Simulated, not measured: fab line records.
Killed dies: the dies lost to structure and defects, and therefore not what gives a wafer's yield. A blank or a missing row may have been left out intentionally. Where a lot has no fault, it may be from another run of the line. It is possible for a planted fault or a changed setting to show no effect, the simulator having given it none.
fab line records + flow n5Finfet
record
- lots=7
- wafers=21
route steps=1938 shown BEOL_M9@1405 BEOL_M10@1475 BEOL_M11@1562 BEOL_M12@1639
startH: the number of hours between the record's first day and the start of the first shown wafer of the lot + waitH: hours since the lot's step before + " repeats the value in the row above + L1.1+2: a single row standing in for several wafers + - no value, or no start given + * or withheld: withheld + < > ~ a bound
route shown NAME@n: NAME is a module with steps in the file, n the number in the route of the first one + usual: the fault-free wafers' mean and standard deviation + same: alike in all rows + chamber/n: place in a boat + sites: the reading at each site + _std_site: how widely they spread, as a standard deviation + _edge_site: the outer-site mean with the inner-site mean subtracted + radiusMm: for every site, how far away it sits from the centre of the wafer + mask NAME#n: copy n + behind: the last tool/chamber to shape the wafer + hold: what put the lot on hold/how long, in hours/how the hold closed + device: whichever transistor did not switch (one of n, p or np) + end of line: the tests these same wafers got at the end of their route + a step with no rows: only its recipe + killed: dies lost to structure and defects at the first sort, not the wafer's yield + map: dies across one wafer; x = killed, . = not, _ = none there
set.NAME: the run value of the setting; set.NAME@STEP: its run value at that earlier step + model.NAME: the simulator's own value behind a step, which no gauge read
lots whose settings were changed on purpose; a table a step, a row a wafer
## steps
# step N5_BEOL_M9_HM_DEP_02
# recipe
- material=TiN
- targetThkA=200
- tempC=25
- chamberPressurePa=0.49996
| lot.wafer | tool          | chamber | startH | waitH | set.targetThkA | model.TiN_of_BEOL_M9_HM_DEP_02.thkNm |
|-----------|---------------|---------|--------|-------|----------------|--------------------------------------|
| L076.3+5  | pvdSputter-02 | -       | 237.95 | 3.4   | 200            | 20                                   |
| L076.6    | "             | -       | "      | "     | 200            | 20.4                                 |
| L079.2    | pvdSputter-02 | -       | 250.19 | 2.2   | 200            | 20                                   |
| L079.5    | "             | -       | "      | "     | 200            | 20.6                                 |
| L079.6    | "             | -       | "      | "     | 200            | 20.2                                 |
| L078.1    | pvdSputter-02 | -       | 250.29 | 2.2   | 200            | 20.4                                 |
| L078.3    | "             | -       | "      | "     | 223.3          | 22.6                                 |
| L078.6    | "             | -       | "      | "     | 200            | 20.2                                 |
| L080.1    | pvdSputter-02 | -       | 250.79 | 1.9   | 200            | 19.6                                 |
| L080.3+4  | "             | -       | "      | "     | 200            | 19.8                                 |
| L083.3    | pvdSputter-03 | -       | 279.15 | 2.5   | 174.8          | 17.2                                 |
| L083.4    | "             | -       | "      | "     | 174.8          | 17.4                                 |
| L083.6    | "             | -       | "      | "     | 200            | 20                                   |
| L085.3+5  | pvdSputter-01 | -       | 301.20 | 3.1   | 200            | 20.4                                 |
| L085.6    | "             | -       | "      | "     | 187.4          | 18.8                                 |
| L087.2+5  | pvdSputter-01 | -       | 301.40 | 3.0   | 187.5          | 18.6                                 |
| L087.4    | "             | -       | "      | "     | 200            | 19.8                                 |
# step N5_BEOL_M9_COAT_59
# recipe
- resist=SOC
- tempC=250
- timeS=60
- spinRpm=1500
- resistThkNm=100
# step N5_BEOL_M9_COAT_60
# recipe
- resist=SiARC
- tempC=220
- timeS=60
- spinRpm=1500
- resistThkNm=30
# step N5_BEOL_M9_STRIP_68
# recipe
- chemistry=N2/H2
- tempC=40
- n2FlowSccm=200
- h2FlowSccm=200
- rfFrequencyHz=6e+07
# step N5_BEOL_M9_STRIP_67
# recipe
- chemistry=CF4
- resist=SiARC
- powerW=300
- biasPowerW=75
- pressureMtorr=50
- cf4FlowSccm=150
- rfFrequencyHz=6e+07
# step N5_BEOL_M9_HM_OPEN_17
# recipe
- chemistry=Cl2/BCl3
- targetDepthA=200
- overetchA=60
- target=TiN
- maskMaterial=SOC
- ionEnergyEv=150
- pressureMtorr=10
- icpW=1000
- biasW=126
- Cl2_flow_sccm=53.25
- bcl3FlowSccm=21.75
- Ar_flow_sccm=25
| lot.wafer | tool        | chamber | startH | waitH | set.targetThkA@BEOL_M9_HM_DEP_02 | model.etch.depthNm |
|-----------|-------------|---------|--------|-------|----------------------------------|--------------------|
| L076.3    | rieMetal-03 | 1       | 239.03 | 0.1   | 200                              | 19.91              |
| L076.5    | "           | 0       | "      | "     | 200                              | 19.99              |
| L076.6    | "           | 1       | "      | "     | 200                              | 20.42              |
| L079.2    | rieMetal-01 | 0       | 251.05 | 0.0   | 200                              | 20.06              |
| L079.5    | "           | 1       | "      | "     | 200                              | 20.52              |
| L079.6    | "           | 0       | "      | "     | 200                              | 20.26              |
| L078.1    | rieMetal-03 | 1       | 251.21 | 0.0   | 200                              | 20.49              |
| L078.3    | "           | 0       | "      | "     | 223.3                            | 22.54              |
| L078.6    | "           | 1       | "      | "     | 200                              | 20.19              |
| L080.1    | rieMetal-01 | 1       | 251.57 | 0.0   | 200                              | 19.68              |
| L080.3    | "           | 1       | "      | "     | 200                              | 19.87              |
| L080.4    | "           | 0       | "      | "     | 200                              | 19.83              |
| L083.3    | rieMetal-01 | 0       | 280.17 | 0.1   | 174.8                            | 17.17              |
| L083.4    | "           | 1       | "      | "     | 174.8                            | 17.44              |
| L083.6    | "           | 0       | "      | "     | 200                              | 19.95              |
| L085.3    | rieMetal-01 | 0       | 302.08 | 0.1   | 200                              | 20.32              |
| L085.5    | "           | 0       | "      | "     | 200                              | 20.4               |
| L085.6    | "           | 1       | "      | "     | 187.4                            | 18.8               |
| L087.2    | rieMetal-02 | 1       | 302.34 | 0.1   | 187.5                            | 18.63              |
| L087.4    | "           | 1       | "      | "     | 200                              | 19.77              |
| L087.5    | "           | 1       | "      | "     | 187.5                            | 18.6               |
# step N5_BEOL_M9_STRIP_19
# recipe
- chemistry=O2
- powerW=400
- tempC=40
- pressureMtorr=30
- rfFrequencyHz=6e+07
- biasPowerW=0
- overashFraction=0.2
- o2FlowSccm=225
# step N5_BEOL_M9_STRIP_73
# recipe
- chemistry=C4F6/O2
- resist=SiARC
- rfFrequencyHz=6e+07
# step N5_BEOL_M9_STRIP_36
# recipe
- chemistry=N2/H2
- powerW=450
- tempC=40
- pressureMtorr=20
- rfFrequencyHz=6e+07
- overashFraction=0.3
- biasPowerW=7
- h2Frac=0.5
- n2FlowSccm=200
- h2FlowSccm=200
# step N5_BEOL_M9_TRENCH_ETCH_37
# recipe
- chemistry=C4F6/O2
- targetDepthA=1514.3
- target=SiCOH_lowk
- timeS=49
- ionEnergyEv=250
- pressureMtorr=30
- sourceW=345
- biasW=185
- Ar_flow_sccm=300
- C4F6_flow_sccm=10
- O2_flow_sccm=10
| lot.wafer | tool       | chamber | startH | waitH | set.targetThkA@BEOL_M9_HM_DEP_02 | model.TiN_of_BEOL_M9_HM_DEP_02.thkNm |
|-----------|------------|---------|--------|-------|----------------------------------|--------------------------------------|
| L076.3+5  | rieDiel-04 | 2,0     | -      | -     | 200                              | 15.8                                 |
| L076.6    | "          | 3       | "      | "     | 200                              | 16.4                                 |
| L079.2    | rieDiel-02 | 0       | -      | -     | 200                              | 15.8                                 |
| L079.5    | "          | 0       | "      | "     | 200                              | 16.4                                 |
| L079.6    | "          | 1       | "      | "     | 200                              | 16                                   |
| L078.1    | rieDiel-06 | 3       | -      | -     | 200                              | 16.4                                 |
| L078.3    | "          | 2       | "      | "     | 223.3                            | 18.4                                 |
| L078.6    | "          | 2       | "      | "     | 200                              | 16.2                                 |
| L080.1    | rieDiel-02 | 1       | -      | -     | 200                              | 15.4                                 |
| L080.3+4  | "          | 1,0     | "      | "     | 200                              | 15.6                                 |
| L083.3    | rieDiel-06 | 1       | -      | -     | 174.8                            | 12.8                                 |
| L083.4    | "          | 2       | "      | "     | 174.8                            | 13.4                                 |
| L083.6    | "          | 1       | "      | "     | 200                              | 15.6                                 |
| L085.3+5  | rieDiel-06 | 0       | -      | -     | 200                              | 16.2                                 |
| L085.6    | "          | 3       | "      | "     | 187.4                            | 14.6                                 |
| L087.2+5  | rieDiel-06 | 1,0     | -      | -     | 187.5                            | 14.4                                 |
| L087.4    | "          | 3       | "      | "     | 200                              | 15.6                                 |
# step N5_BEOL_M10_COAT_59
# recipe
- resist=SOC
- tempC=250
- timeS=60
- spinRpm=1500
- resistThkNm=100
| lot.wafer | tool          | chamber | startH | waitH | set.spinRpm | model.SOC_of_BEOL_M10_COAT_59.thkNm |
|-----------|---------------|---------|--------|-------|-------------|-------------------------------------|
| L076.3+6  | lithoTrack-01 | 0       | 250.82 | 0.1   | 1581        | 97.8                                |
| L076.5    | "             | 0       | "      | "     | 1500        | 99.8                                |
| L078.1    | lithoTrack-05 | 0       | 257.67 | 0.1   | 1597        | 97.2                                |
| L078.3+6  | "             | 0       | "      | "     | 1500        | 100.2                               |
| L079.2    | lithoTrack-03 | 0       | 257.86 | 0.1   | 1500        | 100.4                               |
| L079.5    | "             | 0       | "      | "     | 1500        | 100                                 |
| L079.6    | "             | 0       | "      | "     | 1500        | 99.8                                |
| L080.1    | lithoTrack-03 | 0       | 258.22 | 0.1   | 1500        | 99.8                                |
| L080.3+4  | "             | 0       | "      | "     | 1500        | 99.6                                |
| L083.3    | lithoTrack-01 | 0       | 287.34 | 0.1   | 1500        | 99.8                                |
| L083.4+6  | "             | 0       | "      | "     | 1500        | 100                                 |
| L085.3    | lithoTrack-05 | 0       | 308.14 | 0.1   | 1500        | 100                                 |
| L085.5+6  | "             | 0       | "      | "     | 1558        | 98                                  |
| L087.2+5  | lithoTrack-03 | 0       | 311.24 | 0.1   | 1500        | 100                                 |
| L087.4    | "             | 0       | "      | "     | 1418        | 102.6                               |
# step N5_BEOL_M10_COAT_60
# recipe
- resist=SiARC
- tempC=220
- timeS=60
- spinRpm=1500
- resistThkNm=30
# step N5_BEOL_M10_COAT_05
# recipe
- resist=CAR-ArF
- spinRpm=1500
- resistThkNm=90
# step N5_BEOL_M10_DESCUM_16
# recipe
- chemistry=O2
- timeS=7.9
- sourcePowerW=50
- biasPowerW=20
- pressureMtorr=20
- rfFrequencyHz=2.712e+07
- tempC=40
- resist=CAR-ArF
- o2FlowSccm=225
# step N5_BEOL_M10_ETCH_61
# recipe
- chemistry=CF4
- target=SiARC
- targetDepthA=390
- maskMaterial=CAR-ArF
- timeS=65
- ionEnergyEv=80
- pressureMtorr=40
- sourceW=545
- biasW=36
- Ar_flow_sccm=100
- cf4FlowSccm=100
- ends=cleared
# step N5_BEOL_M10_ETCH_62
# recipe
- chemistry=N2/H2
- target=SOC
- targetDepthA=1100
- overetchA=220
- maskMaterial=SiARC
- tempC=40
- timeS=165
- ionEnergyEv=200
- pressureMtorr=30
- sourceW=840
- biasW=150
- n2FlowSccm=200
- h2FlowSccm=200
| lot.wafer | tool       | chamber | startH | waitH | set.spinRpm@BEOL_M10_COAT_59 | model.etch.depthNm |
|-----------|------------|---------|--------|-------|------------------------------|--------------------|
| L076.3    | rieDiel-03 | 3       | 251.46 | 0.0   | 1581                         | 97.77              |
| L076.5    | "          | 3       | "      | "     | 1500                         | 99.89              |
| L076.6    | "          | 0       | "      | "     | 1581                         | 97.81              |
| L078.1    | rieDiel-03 | 2       | 258.22 | 0.0   | 1597                         | 97.11              |
| L078.3+6  | "          | 0,3     | "      | "     | 1500                         | 100.1              |
| L079.2    | rieDiel-03 | 1       | 258.47 | 0.0   | 1500                         | 100.3              |
| L079.5    | "          | 1       | "      | "     | 1500                         | 99.91              |
| L079.6    | "          | 0       | "      | "     | 1500                         | 99.81              |
| L080.1    | rieDiel-01 | 1       | 258.81 | 0.0   | 1500                         | 99.73              |
| L080.3    | "          | 2       | "      | "     | 1500                         | 99.64              |
| L080.4    | "          | 0       | "      | "     | 1500                         | 99.57              |
| L083.3    | rieDiel-01 | 1       | 287.88 | 0.0   | 1500                         | 99.85              |
| L083.4+6  | "          | 2,3     | "      | "     | 1500                         | 100.1              |
| L085.3    | rieDiel-01 | 2       | 309.06 | 0.0   | 1500                         | 99.94              |
| L085.5    | "          | 1       | "      | "     | 1558                         | 98.08              |
| L085.6    | "          | 0       | "      | "     | 1558                         | 97.98              |
| L087.2    | rieDiel-01 | 2       | 311.78 | 0.0   | 1500                         | 99.91              |
| L087.4    | "          | 1       | "      | "     | 1418                         | 102.6              |
| L087.5    | "          | 0       | "      | "     | 1500                         | 99.9               |
# step N5_BEOL_M10_VIA_ETCH_34
# recipe
- chemistry=C4F6/O2
- target=SiCOH_lowk
- targetDepthA=1845
- maskMaterial=SOC
- taperDeg=4
- timeS=69.2
- ionEnergyEv=250
- pressureMtorr=30
- sourceW=345
- biasW=185
- Ar_flow_sccm=300
- C4F6_flow_sccm=10
- O2_flow_sccm=10
# usual
- rfVppV=665/11
| lot.wafer | tool       | chamber | startH | waitH | set.biasW | rfVppV |
|-----------|------------|---------|--------|-------|-----------|--------|
| L076.3    | rieDiel-01 | 3       | 252.75 | 0.0   | 161.7     | 589    |
| L076.5    | "          | 3       | "      | "     | 185       | 654    |
| L076.6    | "          | 2       | "      | "     | 185       | 674    |
| L078.1    | rieDiel-01 | 0       | 259.36 | 0.0   | 185       | 660    |
| L078.3    | "          | 1       | "      | "     | 185       | 679    |
| L078.6    | "          | 1       | "      | "     | 185       | 679    |
| L079.2    | rieDiel-05 | 1       | 259.55 | 0.0   | 185       | 662    |
| L079.5    | "          | 2       | "      | "     | 185       | 666    |
| L079.6    | "          | 1       | "      | "     | 185       | 660    |
| L080.1    | rieDiel-01 | 3       | 260.76 | 0.0   | 158.1     | 578    |
| L080.3    | "          | 0       | "      | "     | 185       | 661    |
| L080.4    | "          | 2       | "      | "     | 185       | 674    |
| L083.3    | rieDiel-05 | 0       | 292.69 | 0.0   | 185       | 661    |
| L083.4    | "          | 3       | "      | "     | 185       | 661    |
| L083.6    | "          | 2       | "      | "     | 175.2     | 637    |
| L085.3    | rieDiel-03 | 0       | 311.74 | 0.0   | 157.9     | 599    |
| L085.5    | "          | 1       | "      | "     | 157.9     | 600    |
| L085.6    | "          | 0       | "      | "     | 157.9     | 597    |
| L087.2    | rieDiel-03 | 2       | 314.95 | 0.0   | 165.4     | 590    |
| L087.4    | "          | 0       | "      | "     | 165.4     | 621    |
| L087.5    | "          | 1       | "      | "     | 185       | 681    |
# step N5_BEOL_M10_TRENCH_ETCH_37
# recipe
- chemistry=C4F6/O2
- targetDepthA=1488.3
- target=SiCOH_lowk
- timeS=48
- ionEnergyEv=250
- pressureMtorr=30
- sourceW=345
- biasW=185
- Ar_flow_sccm=300
- C4F6_flow_sccm=10
- O2_flow_sccm=10
# usual
- rfVppV=665/11
| lot.wafer | tool       | chamber | startH | waitH | set.biasW | rfVppV |
|-----------|------------|---------|--------|-------|-----------|--------|
| L076.3    | rieDiel-01 | 3       | -      | -     | 185       | 656    |
| L076.5    | "          | 3       | "      | "     | 185       | 655    |
| L076.6    | "          | 2       | "      | "     | 185       | 673    |
| L078.1    | rieDiel-01 | 0       | -      | -     | 185       | 660    |
| L078.3    | "          | 1       | "      | "     | 185       | 679    |
| L078.6    | "          | 1       | "      | "     | 185       | 679    |
| L079.2    | rieDiel-05 | 1       | -      | -     | 185       | 660    |
| L079.5    | "          | 2       | "      | "     | 185       | 663    |
| L079.6    | "          | 1       | "      | "     | 185       | 661    |
| L080.1    | rieDiel-01 | 3       | -      | -     | 163       | 593    |
| L080.3    | "          | 0       | "      | "     | 185       | 660    |
| L080.4    | "          | 2       | "      | "     | 163       | 609    |
| L083.3    | rieDiel-05 | 0       | -      | -     | 154.1     | 571    |
| L083.4    | "          | 3       | "      | "     | 185       | 663    |
| L083.6    | "          | 2       | "      | "     | 154.1     | 575    |
| L085.3    | rieDiel-03 | 0       | -      | -     | 207.9     | 745    |
| L085.5    | "          | 1       | "      | "     | 207.9     | 747    |
| L085.6    | "          | 0       | "      | "     | 185       | 680    |
| L087.2    | rieDiel-03 | 2       | -      | -     | 185       | 645    |
| L087.4    | "          | 0       | "      | "     | 216.9     | 770    |
| L087.5    | "          | 1       | "      | "     | 216.9     | 772    |
# step N5_BEOL_M11_COAT_22
# recipe
- resist=CAR-ArF
- spinRpm=1500
- resistThkNm=90
| lot.wafer  | tool          | chamber | startH | waitH | set.spinRpm | model.CAR-ArF_of_BEOL_M11_COAT_22.thkNm |
|------------|---------------|---------|--------|-------|-------------|-----------------------------------------|
| L076.3     | lithoTrack-02 | 0       | -      | -     | 1500        | 89.4                                    |
| L076.5+6   | "             | 0       | "      | "     | 1500        | 89.6                                    |
| L079.2+5+6 | lithoTrack-02 | 0       | -      | -     | 1500        | 89.6                                    |
| L078.1     | lithoTrack-04 | 0       | -      | -     | 1500        | 90.2                                    |
| L078.3+6   | "             | 0       | "      | "     | 1500        | 90                                      |
| L080.1+3   | lithoTrack-05 | 0       | -      | -     | 1500        | 90.4                                    |
| L080.4     | "             | 0       | "      | "     | 1500        | 90.6                                    |
| L083.3     | lithoTrack-02 | 0       | -      | -     | 1392        | 93.2                                    |
| L083.4     | "             | 0       | "      | "     | 1500        | 89.6                                    |
| L083.6     | "             | 0       | "      | "     | 1392        | 92.8                                    |
| L085.3     | lithoTrack-04 | 0       | -      | -     | 1500        | 90                                      |
| L085.5     | "             | 0       | "      | "     | 1621        | 86.4                                    |
| L085.6     | "             | 0       | "      | "     | 1500        | 89.6                                    |
| L087.2+5   | lithoTrack-02 | 0       | -      | -     | 1433        | 92                                      |
| L087.4     | "             | 0       | "      | "     | 1500        | 89.6                                    |
# step N5_BEOL_M11_EXPOSE_25
# recipe
- maskId=V10
- na=1.35
- sourceShape=annular
- sigmaInner=0.5
- sigmaOuter=0.8
- polarization=unpolarized
- doseMj=85.5
| lot.wafer  | tool           | chamber | startH | waitH | mask  | set.doseMj |
|------------|----------------|---------|--------|-------|-------|------------|
| L076.3+6   | arfiScanner-03 | 0       | 259.20 | -     | V10#0 | 88.67      |
| L076.5     | "              | 0       | "      | "     | V10#0 | 85.5       |
| L079.2+5+6 | arfiScanner-03 | 0       | 271.46 | -     | V10#0 | 85.5       |
| L078.1+3+6 | arfiScanner-03 | 0       | 271.49 | -     | V10#0 | 85.5       |
| L080.1     | arfiScanner-03 | 0       | 271.53 | -     | V10#0 | 85.5       |
| L080.3+4   | "              | 0       | "      | "     | V10#0 | 91.83      |
| L083.3+4+6 | arfiScanner-01 | 0       | 300.71 | -     | V10#0 | 85.5       |
| L085.3+6   | arfiScanner-02 | 0       | 318.95 | -     | V10#0 | 80.24      |
| L085.5     | "              | 0       | "      | "     | V10#0 | 85.5       |
| L087.2     | arfiScanner-02 | 0       | 323.95 | -     | V10#0 | 82.17      |
| L087.4+5   | "              | 0       | "      | "     | V10#0 | 85.5       |
# step N5_BEOL_M11_PEB_26
# recipe
- pebTempC=withheld
- pebTimeS=60
- resist=CAR-ArF
# step N5_BEOL_M11_DEVELOP_27
# recipe
- developTimeS=30
- developer=TMAH
- resist=CAR-ArF
- rinseLiquid=diw
- dry=airSpin
- devTempC=23
| lot.wafer  | tool          | chamber | startH | waitH | set.spinRpm@BEOL_M11_COAT_22 | model.CAR-ArF_of_BEOL_M11_COAT_22.thkNm |
|------------|---------------|---------|--------|-------|------------------------------|-----------------------------------------|
| L076.3     | lithoTrack-02 | 0       | -      | -     | 1500                         | 87.6                                    |
| L076.5+6   | "             | 0       | "      | "     | 1500                         | 88                                      |
| L079.2+5   | lithoTrack-04 | 0       | -      | -     | 1500                         | 87.8                                    |
| L079.6     | "             | 0       | "      | "     | 1500                         | 88                                      |
| L078.1     | lithoTrack-04 | 0       | -      | -     | 1500                         | 88.4                                    |
| L078.3+6   | "             | 0       | "      | "     | 1500                         | 88.2                                    |
| L080.1+3+4 | lithoTrack-02 | 0       | -      | -     | 1500                         | 88.8                                    |
| L083.3     | lithoTrack-02 | 0       | -      | -     | 1392                         | 91.6                                    |
| L083.4     | "             | 0       | "      | "     | 1500                         | 88                                      |
| L083.6     | "             | 0       | "      | "     | 1392                         | 91.2                                    |
| L085.3     | lithoTrack-04 | 0       | -      | -     | 1500                         | 88.4                                    |
| L085.5     | "             | 0       | "      | "     | 1621                         | 84.6                                    |
| L085.6     | "             | 0       | "      | "     | 1500                         | 88                                      |
| L087.2+5   | lithoTrack-02 | 0       | -      | -     | 1433                         | 90.2                                    |
| L087.4     | "             | 0       | "      | "     | 1500                         | 87.8                                    |
# step N5_BEOL_M11_CD_MEAS_28
# recipe
- targetCdNm=70
- landingEnergyEv=500
- detector=seInlens
- polarity=opening
# usual
- cdNm=70.3/1.4
| lot.wafer | tool     | chamber | startH | waitH | set.doseMj@BEOL_M11_EXPOSE_25 | cdNm |
|-----------|----------|---------|--------|-------|-------------------------------|------|
| L076.3    | cdSem-02 | 0       | 259.32 | -     | 88.67                         | 73.0 |
| L076.5    | "        | 0       | "      | "     | 85.5                          | 69.9 |
| L076.6    | "        | 0       | "      | "     | 88.67                         | 72.0 |
| L079.2    | cdSem-02 | 0       | 271.58 | -     | 85.5                          | 73.1 |
| L079.5    | "        | 0       | "      | "     | 85.5                          | 72.3 |
| L079.6    | "        | 0       | "      | "     | 85.5                          | 71.7 |
| L078.1    | cdSem-03 | 0       | 271.62 | -     | 85.5                          | 70.2 |
| L078.3    | "        | 0       | "      | "     | 85.5                          | 71.4 |
| L078.6    | "        | 0       | "      | "     | 85.5                          | 71.1 |
| L080.1    | cdSem-03 | 0       | 271.67 | -     | 85.5                          | 73.3 |
| L080.3    | "        | 0       | "      | "     | 91.83                         | 77.1 |
| L080.4    | "        | 0       | "      | "     | 91.83                         | 77.4 |
| L083.3    | cdSem-02 | 0       | 300.83 | -     | 85.5                          | 69.2 |
| L083.4    | "        | 0       | "      | "     | 85.5                          | 69.9 |
| L083.6    | "        | 0       | "      | "     | 85.5                          | 69.1 |
| L085.3    | cdSem-03 | 0       | 319.07 | -     | 80.24                         | 66.9 |
| L085.5    | "        | 0       | "      | "     | 85.5                          | 71.2 |
| L085.6    | "        | 0       | "      | "     | 80.24                         | 65.3 |
| L087.2    | cdSem-02 | 0       | 324.07 | -     | 82.17                         | 66.9 |
| L087.4    | "        | 0       | "      | "     | 85.5                          | 68.3 |
| L087.5    | "        | 0       | "      | "     | 85.5                          | 70.0 |
# step N5_BEOL_M11_DESCUM_33
# recipe
- chemistry=O2
- timeS=7.9
- sourcePowerW=50
- biasPowerW=20
- pressureMtorr=20
- rfFrequencyHz=2.712e+07
- tempC=40
- resist=CAR-ArF
- o2FlowSccm=225
| lot.wafer | tool       | chamber | startH | waitH | set.spinRpm@BEOL_M11_COAT_22 | model.CAR-ArF_of_BEOL_M11_COAT_22.thkNm |
|-----------|------------|---------|--------|-------|------------------------------|-----------------------------------------|
| L076.3    | rieDiel-06 | 2       | 259.40 | 0.0   | 1500                         | 82.8                                    |
| L076.5    | "          | 3       | "      | "     | 1500                         | 83                                      |
| L076.6    | "          | 2       | "      | "     | 1500                         | 83.2                                    |
| L079.2+5  | rieDiel-04 | 3,2     | 271.67 | 0.0   | 1500                         | 83                                      |
| L079.6    | "          | 3       | "      | "     | 1500                         | 83.2                                    |
| L078.1    | rieDiel-02 | 1       | 271.97 | 0.3   | 1500                         | 83.6                                    |
| L078.3+6  | "          | 0,3     | "      | "     | 1500                         | 83.4                                    |
| L080.1+3  | rieDiel-06 | 1,0     | 272.01 | 0.3   | 1500                         | 84                                      |
| L080.4    | "          | 2       | "      | "     | 1500                         | 84.2                                    |
| L083.3    | rieDiel-06 | 3       | 300.99 | 0.1   | 1392                         | 86.6                                    |
| L083.4    | "          | 2       | "      | "     | 1500                         | 83.2                                    |
| L083.6    | "          | 0       | "      | "     | 1392                         | 86.4                                    |
| L085.3    | rieDiel-02 | 3       | 319.16 | 0.0   | 1500                         | 83.6                                    |
| L085.5    | "          | 1       | "      | "     | 1621                         | 79.8                                    |
| L085.6    | "          | 0       | "      | "     | 1500                         | 83                                      |
| L087.2    | rieDiel-02 | 1       | 324.27 | 0.1   | 1433                         | 85.2                                    |
| L087.4    | "          | 2       | "      | "     | 1500                         | 83.2                                    |
| L087.5    | "          | 0       | "      | "     | 1433                         | 85.4                                    |
# step N5_BEOL_M12_TRENCH_ETCH_34
# recipe
- chemistry=C4F8/O2/Ar
- target=SiOC
- targetDepthA=3189.5
- maskMaterial=SOC
- pressureMtorr=30
- sourceW=3000
- biasW=700
- Ar_flow_sccm=400
- C4F8_flow_sccm=15
- O2_flow_sccm=8
- heInnerTorr=15
- heOuterTorr=30
- timeS=125.5
- ionEnergyEv=250
| lot.wafer | tool       | chamber | startH | waitH | set.timeS | model.etch.depthNm |
|-----------|------------|---------|--------|-------|-----------|--------------------|
| L076.3    | rieDiel-05 | 2       | 265.22 | 0.0   | 142.2     | 366.3              |
| L076.5    | "          | 3       | "      | "     | 125.5     | 324.5              |
| L076.6    | "          | 2       | "      | "     | 142.2     | 367.7              |
| L079.2    | rieDiel-05 | 1       | 276.85 | 0.0   | 125.5     | 328.4              |
| L079.5    | "          | 3       | "      | "     | 125.5     | 328.9              |
| L079.6    | "          | 0       | "      | "     | 125.5     | 326.5              |
| L078.1    | rieDiel-03 | 3       | 277.41 | 0.0   | 100.9     | 265.5              |
| L078.3    | "          | 2       | "      | "     | 125.5     | 326.5              |
| L078.6    | "          | 3       | "      | "     | 100.9     | 263.9              |
| L080.1    | rieDiel-01 | 2       | 277.63 | 0.0   | 107.2     | 279.5              |
| L080.3    | "          | 1       | "      | "     | 125.5     | 314.8              |
| L080.4    | "          | 0       | "      | "     | 125.5     | 317.1              |
| L083.3    | rieDiel-01 | 2       | 306.98 | 0.0   | 110.3     | 292.1              |
| L083.4    | "          | 0       | "      | "     | 110.3     | 277.6              |
| L083.6    | "          | 2       | "      | "     | 125.5     | 329.3              |
| L085.3    | rieDiel-03 | 0       | 324.66 | 0.0   | 125.5     | 317.8              |
| L085.5    | "          | 1       | "      | "     | 145       | 370.8              |
| L085.6    | "          | 0       | "      | "     | 145       | 364.8              |
| L087.2    | rieDiel-03 | 0       | 329.31 | 0.0   | 115.1     | 292.9              |
| L087.4    | "          | 2       | "      | "     | 115.1     | 298.2              |
| L087.5    | "          | 2       | "      | "     | 125.5     | 324.4              |
# step N5_BEOL_M12_STRIP_70
# recipe
- chemistry=C4F8/O2/Ar
- resist=SiARC
- rfFrequencyHz=6e+07
# step N5_BEOL_M12_OCD_MEAS_35
# usual
- trenchDepthNm=322/5.2
| lot.wafer | tool   | chamber | startH | waitH | set.timeS@BEOL_M12_TRENCH_ETCH_34 | trenchDepthNm |
|-----------|--------|---------|--------|-------|-----------------------------------|---------------|
| L076.3    | ocd-01 | -       | 265.37 | 0.0   | 142.2                             | 366           |
| L076.5    | "      | -       | "      | "     | 125.5                             | 325           |
| L076.6    | "      | -       | "      | "     | 142.2                             | 368           |
| L079.2    | ocd-01 | -       | 277.01 | 0.0   | 125.5                             | 328           |
| L079.5    | "      | -       | "      | "     | 125.5                             | 329           |
| L079.6    | "      | -       | "      | "     | 125.5                             | 326           |
| L078.1    | ocd-01 | -       | 277.57 | 0.0   | 100.9                             | 266           |
| L078.3    | "      | -       | "      | "     | 125.5                             | 326           |
| L078.6    | "      | -       | "      | "     | 100.9                             | 264           |
| L080.1    | ocd-02 | -       | 277.79 | 0.0   | 107.2                             | 279           |
| L080.3    | "      | -       | "      | "     | 125.5                             | 315           |
| L080.4    | "      | -       | "      | "     | 125.5                             | 317           |
| L083.3    | ocd-01 | -       | 307.14 | 0.0   | 110.3                             | 292           |
| L083.4    | "      | -       | "      | "     | 110.3                             | 277           |
| L083.6    | "      | -       | "      | "     | 125.5                             | 329           |
| L085.3    | ocd-01 | -       | 324.82 | 0.0   | 125.5                             | 318           |
| L085.5    | "      | -       | "      | "     | 145                               | 371           |
| L085.6    | "      | -       | "      | "     | 145                               | 365           |
| L087.2    | ocd-02 | -       | 329.47 | 0.0   | 115.1                             | 292           |
| L087.4    | "      | -       | "      | "     | 115.1                             | 298           |
| L087.5    | "      | -       | "      | "     | 125.5                             | 325           |
## key
split
- step=N5_BEOL_M9_HM_DEP_02
- setting=targetThkA
- stated=200
- by=wafer
response
- step=N5_BEOL_M9_HM_DEP_02
- reading=model.TiN_of_BEOL_M9_HM_DEP_02.thkNm
- change=+0.21
- per=1%
- r=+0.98
response
- step=N5_BEOL_M9_HM_OPEN_17
- reading=model.etch.depthNm
- change=+0.203
- per=1%
- r=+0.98
response
- step=N5_BEOL_M9_TRENCH_ETCH_37
- reading=model.TiN_of_BEOL_M9_HM_DEP_02.thkNm
- change=+0.197
- per=1%
- r=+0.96
split
- step=N5_BEOL_M10_COAT_59
- setting=spinRpm
- stated=1500
- by=wafer
response
- step=N5_BEOL_M10_COAT_59
- reading=model.SOC_of_BEOL_M10_COAT_59.thkNm
- change=-0.45
- per=1%
- r=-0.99
response
- step=N5_BEOL_M10_ETCH_62
- reading=model.etch.depthNm
- change=-0.459
- per=1%
- r=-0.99
split
- step=N5_BEOL_M10_VIA_ETCH_34
- setting=biasW
- stated=185
- by=wafer
response
- step=N5_BEOL_M10_VIA_ETCH_34
- reading=rfVppV
- change=+6.21
- per=1%
- r=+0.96
split
- step=N5_BEOL_M10_TRENCH_ETCH_37
- setting=biasW
- stated=185
- by=wafer
response
- step=N5_BEOL_M10_TRENCH_ETCH_37
- reading=rfVppV
- change=+5.97
- per=1%
- r=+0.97
split
- step=N5_BEOL_M11_COAT_22
- setting=spinRpm
- stated=1500
- by=wafer
response
- step=N5_BEOL_M11_COAT_22
- reading=model.CAR-ArF_of_BEOL_M11_COAT_22.thkNm
- change=-0.458
- per=1%
- r=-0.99
response
- step=N5_BEOL_M11_DEVELOP_27
- reading=model.CAR-ArF_of_BEOL_M11_COAT_22.thkNm
- change=-0.469
- per=1%
- r=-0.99
response
- step=N5_BEOL_M11_DESCUM_33
- reading=model.CAR-ArF_of_BEOL_M11_COAT_22.thkNm
- change=-0.448
- per=1%
- r=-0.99
split
- step=N5_BEOL_M11_EXPOSE_25
- setting=doseMj
- stated=85.5
- by=wafer
response
- step=N5_BEOL_M11_CD_MEAS_28
- reading=cdNm
- change=+0.651
- per=1%
- r=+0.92
split
- step=N5_BEOL_M12_TRENCH_ETCH_34
- setting=timeS
- stated=125.5
- by=wafer
response
- step=N5_BEOL_M12_TRENCH_ETCH_34
- reading=model.etch.depthNm
- change=+3.14
- per=1%
- r=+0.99
response
- step=N5_BEOL_M12_OCD_MEAS_35
- reading=trenchDepthNm
- change=+3.14
- per=1%
- r=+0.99
